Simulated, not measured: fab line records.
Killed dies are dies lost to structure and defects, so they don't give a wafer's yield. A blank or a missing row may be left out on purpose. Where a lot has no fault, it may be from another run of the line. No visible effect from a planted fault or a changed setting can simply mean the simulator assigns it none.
A lot that was struck, set against a sound lot    flow n5_finfet    16 out of 1938 route steps
Sound: wafers L819.3, L819.5, L819.6. Struck: wafer L829.3 (L829.1, L829.2, from the same lot, were not struck and are left out); the cause is given at the end.
For every step that has rows: the tool of each side, followed by ch and its chambers, followed by its first start. Under that, the readings that differ: sound wafers    struck wafers    difference of the means    sigmas: that difference in standard deviations of wafers without a fault.
alike: same words and numbers on both sides, and readings whose means sit less than 2 such deviations apart. not compared: any withheld reading, any reading some wafer has no value for, any bound like >300 that may hide the same value, and any number with overlapping values for which the record gives no deviation.
A row with sigmas, a row that says differs or no value, or rows on one side alone: a step with any of these is where the two part. Numbers that have no deviation but don't overlap get no sigmas and don't part them. A reading that every wafer of one side lacks parts them only if that side has two wafers or more.

first, 1 step without rows for these wafers: N5_BEOL_M2_DEVELOP_27 (develop time 30 s).
N5_BEOL_M2_CD_MEAS_28: target cd 26.2 nm, target cd y 24.1 nm.
  sound on cd_sem-01 ch 0, day 6 20:20; struck on cd_sem-02 ch 0, day 10 01:17
  alike: cd_nm
N5_BEOL_M2_OVL_MEAS_29:
  sound on overlay-01 ch 0, day 6 20:22; struck on overlay-01 ch 0, day 10 01:19
  alike: V1_OVL
N5_BEOL_M2_INSPECT_30: inspects for defects (brightfield).
  struck on defect_inspect-02, day 10 01:22; sound on defect_inspect-02, day 6 20:25
reading           sound        struck  difference  sigmas
raw_defect_count  303 323 353  606     +280        +3
N5_BEOL_M2_DESCUM_33: chemistry O2, time 7 s.
  sound on rie_diel-02 ch 1,3, day 6 20:27; struck on rie_diel-03 ch 2, day 10 01:24
reading                          sound           struck  difference  sigmas
showerhead_plenum_p_Torr (Torr)  2.08 2.08 2.06  2.21    +0.14       +2
  alike: drypump_motor_current_A, oes_product_au, rf_vpp_V, throttle_valve_pct
  not compared: rf_hours_counter_h
N5_BEOL_M2_ETCH_77: etches underlayer in N2/H2, target depth 6.5 nm, time 5.2 s.
  sound on rie_diel-02 ch 1,3, day 6 20:29; struck on rie_diel-03 ch 2, day 10 01:26
reading                          sound           struck  difference  sigmas
showerhead_plenum_p_Torr (Torr)  2.52 2.52 2.51  2.69    +0.17       +2
  alike: drypump_motor_current_A, etch_rf_on_time_s, oes_product_au, rf_vpp_V, throttle_valve_pct
  not compared: rf_hours_counter_h
N5_BEOL_M2_ETCH_69: etches SiARC in CF4, target depth 15.6 nm, time 26 s.
  sound on rie_diel-02 ch 1,3, day 6 20:30; struck on rie_diel-03 ch 2, day 10 01:27
reading                          sound              struck  difference  sigmas
rf_vpp_V (V)                     183.1 183.6 184.4  185.9   +2.2        +2
showerhead_plenum_p_Torr (Torr)  2.12 2.12 2.11     2.26    +0.14       +3
  alike: drypump_motor_current_A, etch_rf_on_time_s, oes_product_au, throttle_valve_pct
  not compared: rf_hours_counter_h
N5_BEOL_M2_ALD_98: deposits SiO2, target thk 2.5 nm, pulse time 1 s, co reactant pulse time 1 s.
  sound on ald_sin-04 ch 0,1, day 6 20:35; struck on ald_sin-01 ch 2, day 10 01:32
reading                     sound              struck  difference  sigmas
precursor_pulse_height_rel  0.992 1.012 1.006  0.954   -0.049      -2
  alike: heater_power_w
then, 1 step without rows for these wafers: N5_BEOL_M2_ETCHBACK_99 (etches SiO2 in CHF3, target depth 5 nm, time 10.4 s).
N5_BEOL_M2_ETCH_70: etches SOC in N2/H2, target depth 80 nm, overetch 24 nm, time 130 s.
  sound on rie_diel-01 ch 1,2, day 7 06:39; struck on rie_diel-01 ch 0, day 10 04:59
  alike: drypump_motor_current_A, oes_product_au, rf_vpp_V, showerhead_plenum_p_Torr, throttle_valve_pct
  not compared: rf_hours_counter_h
then, 2 steps without rows for these wafers: N5_BEOL_M2_STRIP_71 (strips in N2/H2); N5_BEOL_M2_STRIP_78 (strips in N2/H2).
N5_BEOL_M2_VIA_ETCH_34: etches the open film in C4F6/O2, target depth 69.4 nm, time 65.9 s.
  sound on rie_diel-01 ch 1,2, day 7 06:45; struck on rie_diel-01 ch 0, day 10 05:05
reading                                   sound              struck  difference  sigmas
model.etch.depth_nm (nm)                  69.64 69.86 68.32  38.4    -30.9       
model.SOC_of_BEOL_M2_COAT_67.thk_nm (nm)  52 52 52.2         55.6    +3.5        
  alike: drypump_motor_current_A, oes_product_au, rf_vpp_V, showerhead_plenum_p_Torr, throttle_valve_pct
  not compared: rf_hours_counter_h
then, 1 step without rows for these wafers: N5_BEOL_M2_STRIP_83 (strips in C4F6/O2).
-- here the record skips 2 days between the struck wafers' starts before and after, leaving off in module BEOL_M2 and picking up in module BEOL_M4 (first step shown: number 1111 of the route) --
N5_BEOL_M4_RC_MEAS_101:
  sound on prober-02 ch 0, day 9 09:35; struck on prober-01 ch 0, day 12 08:14
reading        sound           struck  difference  sigmas
SS_N (mV/dec)  70.9 70.6 71.3  72.0    +1.1        +2
  alike: DIBL_N, DIBL_P, IOFF_N, IOFF_P, ION_N, ION_P, SS_P, VT_N, VT_P
-- the record jumps here: 4 days lie between the struck wafers' starts before and after (it left off in module BEOL_M4 and takes up again in module PASSIVATION, whose first step shown is number 1936 of the route) --
N5_PASSIVATION_PROBE_49:
  struck on prober-02, day 16 17:10; sound on prober-01, day 14 05:47
  alike: defect_limited_yield, killed_at_M0_to_M3, killed_at_M4_up, killed_at_contacts, killed_at_front_end, killed_at_other, killed_dies, killed_open, killed_short, sort_bin_5_function, sort_bin_6_memory, sort_n_pass, sort_yield_pct

== WHERE THEY PART ==
Last at N5_BEOL_M4_RC_MEAS_101 as far as this record goes, first at N5_BEOL_M2_INSPECT_30. Later steps at which nothing parts them and some readings are alike: N5_PASSIVATION_PROBE_49.

WHY: the cause the simulator had injected
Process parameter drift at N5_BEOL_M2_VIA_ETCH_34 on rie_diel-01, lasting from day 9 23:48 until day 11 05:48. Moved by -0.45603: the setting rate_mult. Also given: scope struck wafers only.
